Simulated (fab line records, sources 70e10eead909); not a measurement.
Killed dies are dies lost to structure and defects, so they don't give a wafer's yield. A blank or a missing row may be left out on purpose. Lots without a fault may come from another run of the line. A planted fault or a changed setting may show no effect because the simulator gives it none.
fab line records | flow nand_harc
record lots=5 wafers=15 last_day=32
route steps=1302 shown A_CONTACT@1007 END@1302
lots that met no fault: from a run of the same line without faults
start_h: hours from the record's first day to the start of the lot's first wafer shown | wait_h: hours since the lot's step before | " the same as in the row above | L1.1+2: a row that stands for several wafers | - no value, or no start given | * or withheld: withheld | < > ~ a bound
route shown NAME@n: a module of which the file shows steps, and the number in the route of the first | usual: mean/standard deviation of fault-free wafers | same: alike in all rows | chamber/n: place in a boat | sites: the reading at each site | _std_site: their standard deviation | _edge_site: outer sites' mean less inner sites' | radius_mm: how far each site lies from the wafer's centre | mask NAME#n: copy n | behind: the tool/chamber that last shaped the wafer | hold: why the lot was held/for how many hours/how that ended | device: the transistor (n, p or np) that didn't switch | end of line: the same wafers' tests at the end of the route | a step without rows: its recipe alone | killed: dies lost to structure and defects at the first sort, not the wafer's yield | map: a wafer's dies, x killed, . not, _ none there
set.NAME: the setting as run; set.NAME@STEP: as run at that earlier step | model.NAME: the simulator's own value behind a step, which no gauge read
lots at some steps of the route; a table a step, a row a wafer
services: from which hour (start_h, from the record's first day; less than 0 if before it) a tool's chamber was out of use, for how many hours, and why
## steps
# step NHARC_A_CONTACT_ETCH_113
# recipe source_w=withheld pressure_mtorr=20 bias_v=3000 time_s=190 target_depth_a=18500 ar_flow_sccm=withheld c4f8_flow_sccm=withheld o2_flow_sccm=withheld chemistry=C4F8/O2/Ar
# step NHARC_A_CONTACT_ETCH_114
# recipe source_w=withheld pressure_mtorr=20 bias_v=3000 time_s=190 target_depth_a=18500 ar_flow_sccm=withheld c4f8_flow_sccm=withheld o2_flow_sccm=withheld chemistry=C4F8/O2/Ar
# usual run_length_s=190/0
# columns lot.wafer tool chamber start_h wait_h rf_hours_counter_h run_length_s
L810.2 har_cap_etch-02 0 498.06 0.1 85 190
L810.4 " 1 " " - 190
L810.5 " 1 " " - 190
L816.1 har_cap_etch-02 0 556.03 0.1 95 190
L816.6 " 0 " " - 190
L816.5 " 1 " " - 190
L817.2 har_cap_etch-03 0 557.49 0.1 55 190
L817.1 " 1 " " 55 190
L817.6 " 1 " " - 190
L826.3 har_cap_etch-02 0 655.23 0.1 - 190
L826.6 " 1 " " - 190
L826.5 " 0 " " - 190
L830.1 har_cap_etch-02 0 703.85 0.1 122 190
L830.3 " 1 " " - 190
L830.6 " 0 " " - 190
# step NHARC_A_CONTACT_ETCH_115
# recipe source_w=withheld pressure_mtorr=20 bias_v=3000 time_s=190 target_depth_a=18500 ar_flow_sccm=withheld c4f8_flow_sccm=withheld o2_flow_sccm=withheld chemistry=C4F8/O2/Ar
# step NHARC_A_CONTACT_ETCH_116
# recipe source_w=withheld pressure_mtorr=20 bias_v=3000 time_s=190 target_depth_a=18500 ar_flow_sccm=withheld c4f8_flow_sccm=withheld o2_flow_sccm=withheld chemistry=C4F8/O2/Ar
# step NHARC_A_CONTACT_ETCH_117
# recipe source_w=withheld pressure_mtorr=20 bias_v=3000 time_s=190 target_depth_a=18500 ar_flow_sccm=withheld c4f8_flow_sccm=withheld o2_flow_sccm=withheld chemistry=C4F8/O2/Ar
# step NHARC_A_CONTACT_ETCH_118
# recipe source_w=withheld pressure_mtorr=20 bias_v=3000 time_s=190 target_depth_a=18500 ar_flow_sccm=withheld c4f8_flow_sccm=withheld o2_flow_sccm=withheld chemistry=C4F8/O2/Ar
# usual run_length_s=190/0
# columns lot.wafer tool chamber start_h wait_h rf_hours_counter_h run_length_s
L810.2 har_cap_etch-02 0 498.75 0.1 86 190
L810.4 " 1 " " - 190
L810.5 " 1 " " - 190
L816.1 har_cap_etch-02 0 556.72 0.1 96 190
L816.6 " 0 " " - 190
L816.5 " 1 " " - 190
L817.2 har_cap_etch-03 0 558.18 0.1 55 190
L817.1 " 1 " " 55 190
L817.6 " 1 " " - 190
L826.3 har_cap_etch-02 0 655.91 0.1 - 190
L826.6 " 1 " " - 190
L826.5 " 0 " " - 190
L830.1 har_cap_etch-02 0 704.53 0.1 123 190
L830.3 " 1 " " - 190
L830.6 " 0 " " - 190
# step NHARC_A_CONTACT_ETCH_119
# recipe source_w=withheld pressure_mtorr=20 bias_v=3000 time_s=190 target_depth_a=18500 ar_flow_sccm=withheld c4f8_flow_sccm=withheld o2_flow_sccm=withheld chemistry=C4F8/O2/Ar
# usual run_length_s=190/0
# columns lot.wafer tool chamber start_h wait_h rf_hours_counter_h run_length_s
L810.2 har_cap_etch-02 0 498.92 0.1 86 190
L810.4 " 1 " " - 190
L810.5 " 1 " " - 190
L816.1 har_cap_etch-02 0 556.89 0.1 96 190
L816.6 " 0 " " - 190
L816.5 " 1 " " - 190
L817.2 har_cap_etch-03 0 558.35 0.1 56 190
L817.1 " 1 " " 56 190
L817.6 " 1 " " - 190
L826.3 har_cap_etch-02 0 656.08 0.1 - 190
L826.6 " 1 " " - 190
L826.5 " 0 " " - 190
L830.1 har_cap_etch-02 0 704.70 0.1 123 190
L830.3 " 1 " " - 190
L830.6 " 0 " " - 190
# step NHARC_A_CONTACT_ETCH_120
# recipe source_w=withheld pressure_mtorr=20 bias_v=3000 time_s=190 target_depth_a=18500 ar_flow_sccm=withheld c4f8_flow_sccm=withheld o2_flow_sccm=withheld chemistry=C4F8/O2/Ar
# step NHARC_A_CONTACT_ETCH_121
# recipe source_w=withheld pressure_mtorr=20 bias_v=3000 time_s=190 target_depth_a=18500 ar_flow_sccm=withheld c4f8_flow_sccm=withheld o2_flow_sccm=withheld chemistry=C4F8/O2/Ar
# usual run_length_s=190/0
# columns lot.wafer tool chamber start_h wait_h rf_hours_counter_h run_length_s
L810.2 har_cap_etch-02 0 499.26 0.1 86 190
L810.4 " 1 " " - 190
L810.5 " 1 " " - 190
L816.1 har_cap_etch-02 0 557.23 0.1 96 190
L816.6 " 0 " " - 190
L816.5 " 1 " " - 190
L817.2 har_cap_etch-03 0 558.69 0.1 56 190
L817.1 " 1 " " 56 190
L817.6 " 1 " " - 190
L826.3 har_cap_etch-02 0 656.42 0.1 - 190
L826.6 " 1 " " - 190
L826.5 " 0 " " - 190
L830.1 har_cap_etch-02 0 705.04 0.1 123 190
L830.3 " 1 " " - 190
L830.6 " 0 " " - 190
# step NHARC_A_CONTACT_ETCH_122
# recipe source_w=withheld pressure_mtorr=20 bias_v=3000 time_s=190 target_depth_a=18500 ar_flow_sccm=withheld c4f8_flow_sccm=withheld o2_flow_sccm=withheld chemistry=C4F8/O2/Ar
# usual run_length_s=190/0
# columns lot.wafer tool chamber start_h wait_h rf_hours_counter_h run_length_s
L810.2 har_cap_etch-02 0 499.43 0.1 87 190
L810.4 " 1 " " - 190
L810.5 " 1 " " - 190
L816.1 har_cap_etch-02 0 557.40 0.1 97 190
L816.6 " 0 " " - 190
L816.5 " 1 " " - 190
L817.2 har_cap_etch-03 0 558.86 0.1 56 190
L817.1 " 1 " " 56 190
L817.6 " 1 " " - 190
L826.3 har_cap_etch-02 0 656.59 0.1 - 190
L826.6 " 1 " " - 190
L826.5 " 0 " " - 190
L830.1 har_cap_etch-02 0 705.22 0.1 123 190
L830.3 " 1 " " - 190
L830.6 " 0 " " - 190
# step NHARC_A_CONTACT_ETCH_123
# recipe source_w=withheld pressure_mtorr=20 bias_v=400 time_s=490 target_depth_a=21100 ar_flow_sccm=withheld c4f8_flow_sccm=11.5 o2_flow_sccm=7.2 chemistry=C4F8/O2/Ar
# step NHARC_A_CONTACT_ETCH_90
# recipe target_depth_a=400 over_etch_frac=0.5 time_s=85.7 ion_energy_ev=120 ch3f_flow_sccm=50 o2_flow_sccm=30 ar_flow_sccm=200 rf_w=500 bias_w=100 chemistry=CH3F/O2
# step NHARC_A_CONTACT_ETCH_96
# recipe target_depth_a=200 over_etch_frac=0.5 time_s=10 ion_energy_ev=250 c4f6_flow_sccm=25 o2_flow_sccm=20 ar_flow_sccm=500 rf_w=600 bias_w=500 chemistry=C4F6/O2
# usual bias_w=500.1/1.5 drypump_motor_current_A=5.6/0.36 oes_product_au=0.975/0.024 rf_vpp_V=545.7/2.9 run_length_s=31.1/0.31 showerhead_plenum_p_Torr=3.87/0.14 throttle_valve_pct=26.902/0.0092
# columns lot.wafer tool chamber start_h wait_h bias_w drypump_motor_current_A oes_product_au rf_hours_counter_h rf_vpp_V run_length_s showerhead_plenum_p_Torr throttle_valve_pct
L810.2 rie_diel-07 1 500.68 - 502.0 5.4 1.001 2 547.6 30.9 3.82 26.909
L810.4 " 3 " " 500.6 5.3 0.999 2 545.5 31.2 3.90 26.898
L810.5 " 2 " " 498.4 5.3 1.013 - 548.7 31.0 3.94 26.907
L816.1 rie_diel-07 1 558.68 - 500.7 5.4 1.004 11 544.3 31.1 3.82 26.897
L816.5 " 3 " " 500.4 5.3 1.009 - 545.5 31.2 3.90 26.901
L816.6 " 0 " " 499.8 5.9 1.014 - 543.3 31.2 3.75 26.911
L817.1 rie_diel-07 0 560.14 - - 5.9 1.009 11 543.2 27.4 3.75 26.890
L817.2 " 3 " " 500.3 5.3 1.004 13 547.7 30.6 3.89 26.894
L817.6 " 0 " " - 5.8 0.997 - 540.7 27.6 3.75 26.899
L826.3 rie_diel-04 1 657.79 - 501.0 5.8 0.948 40 547.1 31.6 3.96 26.919
L826.6 " 3 " " 501.6 6.3 0.940 - 551.3 31.1 4.17 26.911
L826.5 " 0 " " 500.7 5.4 0.930 - 543.0 31.0 3.81 26.913
L830.1 rie_diel-01 2 706.60 0.2 500.1 5.5 0.958 38 547.3 31.2 3.95 26.897
L830.3 " 2 " " 498.5 5.5 0.965 - 547.2 31.7 3.95 26.905
L830.6 " 0 " " 502.1 5.8 0.952 - 553.7 31.9 4.20 26.911
# step NHARC_A_CONTACT_CD_MEAS_53
# usual cd_nm=289.6/0.73
# columns lot.wafer tool chamber start_h wait_h cd_nm
L810.2 cd_sem-03 - 500.76 - 289.5
L810.4 " - " " 289.9
L810.5 " - " " 290.0
L816.1 cd_sem-01 - 558.75 - 290.2
L816.5 " - " " 289.7
L816.6 " - " " 290.2
L817.1 cd_sem-01 - 560.23 - 288.7
L817.2 " - " " 288.9
L817.6 " - " " 288.1
L826.3 cd_sem-03 - 657.87 - 289.5
L826.5 " - " " 289.6
L826.6 " - " " 289.5
L830.1 cd_sem-02 - 706.70 0.1 288.9
L830.3 " - " " 289.3
L830.6 " - " " 289.4
# step NHARC_END_SORT_01
# recipe temp_c=25
# usual killed_at_array=56/20 killed_at_other=1/1.3 killed_at_periphery=3.5/2.7 killed_dies=60/20 killed_open=3.3/1.6 killed_short=2.4/1.5
# same gross_dies=677
# columns lot.wafer tool chamber start_h wait_h hold killed_at_array killed_at_other killed_at_periphery killed_dies killed_open killed_short
L810.2 prober-02 0 564.46 2.8 - 57 0 12 69 6 4
L810.4 prober-02 0 566.06 3.4 - 66 1 12 79 1 2
L810.5 prober-02 0 566.86 3.7 - 86 1 11 98 4 3
L816.1 prober-02 0 625.17 2.4 - 57 1 7 65 6 5
L816.5 prober-02 0 628.39 3.7 - 66 3 6 75 7 3
L816.6 prober-02 0 629.19 4.0 - 38 3 4 45 1 4
L817.1 prober-01 0 631.95 2.5 await_dispo/3.0h/release 455 0 0 455 5 2
L817.2 prober-01 0 632.75 2.8 await_dispo/3.0h/release 71 0 3 74 4 1
L817.6 prober-01 0 635.97 4.0 await_dispo/3.0h/release 472 3 2 477 2 1
L826.3 prober-01 0 723.58 3.1 - 45 0 1 46 2 7
L826.5 prober-01 0 725.19 3.7 - 63 1 4 68 6 5
L826.6 prober-01 0 726.00 4.0 - 40 1 3 44 4 4
L830.1 prober-02 0 771.30 2.5 - 34 3 1 38 2 2
L830.3 prober-02 0 772.89 3.1 - 33 1 3 37 1 1
L830.6 prober-02 0 775.28 4.0 - 52 7 2 61 5 6
# killed by level:class
L810.2 A_SLIT:chamber_film_flake=21 A_CHANNEL_HOLE_D1:chamber_film_flake=19 P_ZERO_WELL:chamber_film_flake=4 P_M0:chamber_film_flake=4 A_CONTACT:chamber_film_flake=4 A_STAIRCASE:chamber_film_flake=3 P_CONTACT:geometric_particle:open=2 A_CHANNEL_HOLE_D2:chamber_film_flake=2
L810.4 A_SLIT:chamber_film_flake=22 A_CHANNEL_HOLE_D1:chamber_film_flake=21 A_CHANNEL_HOLE_D2:chamber_film_flake=7 A_STAIRCASE:chamber_film_flake=6 P_ZERO_WELL:chamber_film_flake=4 P_GATE:chamber_film_flake=4 P_M0:chamber_film_flake=4 A_WL_FILL:chamber_film_flake=3
L810.5 A_CHANNEL_HOLE_D1:chamber_film_flake=39 A_SLIT:chamber_film_flake=25 A_CHANNEL_HOLE_D2:chamber_film_flake=6 A_STAIRCASE:chamber_film_flake=5 P_ZERO_WELL:chamber_film_flake=3 P_GATE:chamber_film_flake=3 P_M0:chamber_film_flake=3 A_WL_FILL:chamber_film_flake=3
L816.1 A_CHANNEL_HOLE_D1:chamber_film_flake=19 A_CHANNEL_HOLE_D2:chamber_film_flake=11 A_CONTACT:chamber_film_flake=9 A_WL_FILL:chamber_film_flake=7 P_STI:chamber_film_flake=3 A_ONON_D2:geometric_particle:short=2 A_BLC:geometric_particle:open=2 P_CONTACT:geometric_particle:open=1
L816.5 A_CHANNEL_HOLE_D1:chamber_film_flake=36 A_CHANNEL_HOLE_D2:chamber_film_flake=13 A_CONTACT:chamber_film_flake=6 THIN_TSV:chamber_film_flake=3 P_GATE:geometric_particle:open=2 P_CONTACT:chamber_film_flake=2 A_M1:chamber_film_flake=2 A_SOURCE_PLATE:geometric_particle:short=1
L816.6 A_CHANNEL_HOLE_D1:chamber_film_flake=17 A_CHANNEL_HOLE_D2:chamber_film_flake=8 A_CONTACT:chamber_film_flake=6 THIN_TSV:chamber_film_flake=3 A_WL_FILL:chamber_film_flake=2 P_STI:geometric_particle:short=1 P_CONTACT:geometric_particle:open=1 A_SOURCE_PLATE:geometric_particle:short=1
L817.1 A_CONTACT:area_etch=395 A_SLIT:chamber_film_flake=28 A_CHANNEL_HOLE_D2:chamber_film_flake=21 A_M0:geometric_particle:open=3 A_CONTACT:geometric_particle:open=2 A_CHANNEL_HOLE_D1:chamber_film_flake=2 A_ONON_D1:geometric_particle:short=1 A_WL_FILL:geometric_particle:short=1
L817.2 A_CHANNEL_HOLE_D2:chamber_film_flake=35 A_SLIT:chamber_film_flake=21 A_CONTACT:chamber_film_flake=3 A_M0:geometric_particle:open=2 A_CHANNEL_HOLE_D1:chamber_film_flake=2 A_CHANNEL_FILL_D2:chamber_film_flake=2 A_CHANNEL_HOLE_D1:geometric_particle:open=1 A_CHANNEL_FILL_D1:geometric_particle:open=1
L817.6 A_CONTACT:area_etch=408 A_SLIT:chamber_film_flake=30 A_CHANNEL_HOLE_D2:chamber_film_flake=27 THIN_TSV:chamber_film_flake=3 P_GATE:chamber_film_flake=2 A_STAIRCASE:chamber_film_flake=2 A_ONON_D1:geometric_particle:open=1 A_ONON_D2:geometric_particle:short=1
L826.3 A_CHANNEL_HOLE_D1:chamber_film_flake=20 A_SLIT:chamber_film_flake=6 A_STAIRCASE:chamber_film_flake=4 A_ONON_D2:geometric_particle:short=2 A_WL_FILL:chamber_film_flake=2 A_CONTACT:chamber_film_flake=2 A_ONON_D1:geometric_particle:short=1 A_CHANNEL_FILL_D1:geometric_particle:short=1
L826.5 A_CHANNEL_HOLE_D1:chamber_film_flake=36 A_CONTACT:chamber_film_flake=10 A_SLIT:chamber_film_flake=4 A_STAIRCASE:chamber_film_flake=3 A_CHANNEL_FILL_D2:geometric_particle:short=2 P_GATE:geometric_particle:open=1 P_CONTACT:geometric_particle:open=1 P_M0:geometric_particle:open=1
L826.6 A_CHANNEL_HOLE_D1:chamber_film_flake=16 A_SLIT:chamber_film_flake=7 A_STAIRCASE:chamber_film_flake=4 A_CONTACT:chamber_film_flake=3 A_CHANNEL_FILL_D2:geometric_particle:open=2 A_CHANNEL_FILL_D2:geometric_particle:short=2 A_M1:chamber_film_flake=2 P_GATE:geometric_particle:open=1
L830.1 A_CHANNEL_HOLE_D1:chamber_film_flake=13 A_SLIT:chamber_film_flake=11 A_CONTACT:chamber_film_flake=4 THIN_TSV:chamber_film_flake=3 A_CHANNEL_HOLE_D2:chamber_film_flake=2 A_SOURCE_PLATE:geometric_particle:short=1 A_CHANNEL_FILL_D2:geometric_particle:open=1 A_CONTACT:geometric_particle:open=1
L830.3 A_CHANNEL_HOLE_D1:chamber_film_flake=13 A_CONTACT:chamber_film_flake=10 A_SLIT:chamber_film_flake=6 P_STI:chamber_film_flake=2 A_DECK1_JOINT:chamber_film_flake=2 A_CHANNEL_FILL_D1:geometric_particle:short=1 P_ZERO_WELL:chamber_film_flake=1 STARTING-WAFER:geometric_particle:open=1
L830.6 A_CHANNEL_HOLE_D1:chamber_film_flake=19 A_SLIT:chamber_film_flake=12 A_CONTACT:chamber_film_flake=9 THIN_TSV:chamber_film_flake=5 A_DECK1_JOINT:chamber_film_flake=3 A_CHANNEL_HOLE_D2:geometric_particle:short=2 A_WL_FILL:geometric_particle:short=2 STARTING-WAFER:geometric_particle:open=2
# map L817.6 (x killed, . not)
____________x____________
_________xxxxxxx_________
_______xxxxxxxxxxx_______
______xxxxxxx.xxxxx______
_____xxx.xxxxxxxxxxx_____
____xxxxx.xxxxxxxxxxx____
____.xxx.x.xxxxxxxxxx____
___xxxxx..x.xxx..xxxxx___
___xxxx.xxx.x.xxxx.xxx___
__xxxx.......x..x.xxxxx__
__x.xx.x......xx..xxxxx__
_xxxxx.x...x..x.xxxxxxxx_
_xxxx.xx..xx...xxx..xxxx_
_xxx.x.xxx...xxxxxxxxxxx_
_.xx...x.x....xxxxxxxxxx_
_xxxxx.x.x.x..xx...x.xx._
xx.xx......xxx.xx.xxx.xxx
xxxxx.xx..x.x.xxxxxxxx.xx
xxxxx.xx.x.x..x.x.xxxxxx.
xxx...xxx...x.xx..xxxx.xx
xxx..xx......x...xxxxxxxx
_x.xxx....x.....x.xxxxxx_
_xx.x.x..........xxxxx.x_
_xxx.x..xxx........xxxxx_
_xxxxxx..x..xx.xxxxxxxxx_
_x..x..x......x...xxxxxx_
__xxx.x.xxx....xxxxxxxx__
__xxxxx.xxx..x..xxxxxxx__
___xx...xx.xx..xxxxxxx___
___xxxxxxxx.x...xxx.xx___
____xxxxxx.xxxxxxxxxx____
____xxxxxx.xxxxxx.xxx____
_____xxxxxxx.xxxxxxx_____
______xxxxxxxxxxxxx______
_______xxxx.xxxxxx_______
_________xxx.xxx_________
____________x____________
# map L816.5 (x killed, . not)
____________.____________
_________......._________
_______.......x..._______
______.............______
_____.x............._____
____......x..........____
____..............x..____
___....x..............___
___......x............___
__.......x..x........xx__
__.......x...x.x.......__
_..................x...._
_............x.xx...x..._
_..............xx......._
_...........x.xxx..x...._
_...x.........xxxx.x...._
..............xxxxx......
.......x...x..x..x.......
..x..........xxxx........
....x........x.xx..x.....
.........x....x..........
_.............x........x_
_........x......x......._
_................x......_
_................x......_
_..............xxx......_
__..........x..xx......__
__.....................__
___....xx.......xx.x..___
___.........x....x....___
____..........x..x...____
____.................____
_____x.............._____
______.............______
_______..x........_______
_________......._________
____________.____________
## services
# columns tool chamber start_h hours kind
rie_diel-07 0 480.29 - clean
rie_diel-07 0 480.29 - consumable_replace:focus_ring
rie_diel-07 1 480.29 - clean
rie_diel-07 2 480.29 - clean
rie_diel-07 3 480.29 - clean
rie_diel-07 0 504.79 - clean
rie_diel-07 1 504.79 - clean
rie_diel-07 2 504.79 - clean
rie_diel-07 3 504.79 - clean
har_cap_etch-03 - 514.70 3.3 repair
rie_diel-07 0 529.29 - clean
rie_diel-07 1 529.29 - clean
rie_diel-07 2 529.29 - clean
rie_diel-07 3 529.29 - clean
rie_diel-04 - 532.73 9.0 pm
rie_diel-01 - 558.05 9.0 pm
rie_diel-04 2 567.01 34.5 repair
rie_diel-04 3 630.97 5.3 repair
rie_diel-07 3 631.26 12.1 repair
rie_diel-07 - 648.29 9.0 pm
rie_diel-01 0 649.19 9.2 repair
rie_diel-01 2 669.02 1.4 repair
rie_diel-01 3 684.43 65.4 repair
rie_diel-01 1 694.54 20.5 repair
## key
first_sign step=NHARC_A_CONTACT_ETCH_96 reading=run_length_s direction=down sigmas=12 usual=* struck=*
effect step=NHARC_END_SORT_01 reading=killed_at_array direction=up sigmas=21 usual=56 struck=464
more_kills_born_at NHARC_A_CONTACT_ETCH_96@rie_diel-07=803
met_at NHARC_A_CONTACT_ETCH_96
struck_wafers L817.1,L817.6
later_rows_left_out L817.1,L817.6
tester_left_out L817
onset_between 558.68 560.14
fault kind=process_parameter_drift tool=rie_diel-07 chamber=0 onset_h=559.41 steps=NHARC_A_CONTACT_ETCH_96 channel=time_s offset=* shape=step end_h=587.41 acts_in=* stated=*
# tester_left_out: of these lots the tester's yield and bins aren't shown, on N5 and GAA mostly nor the transistor test; their killed dies are dies lost to structure and defects alone, not to doping, threshold or leakage, so they don't give the yield
# later_rows_left_out: the simulator's readings of these wafers behind a module that went badly wrong aren't trusted and aren't shown, but for the sort
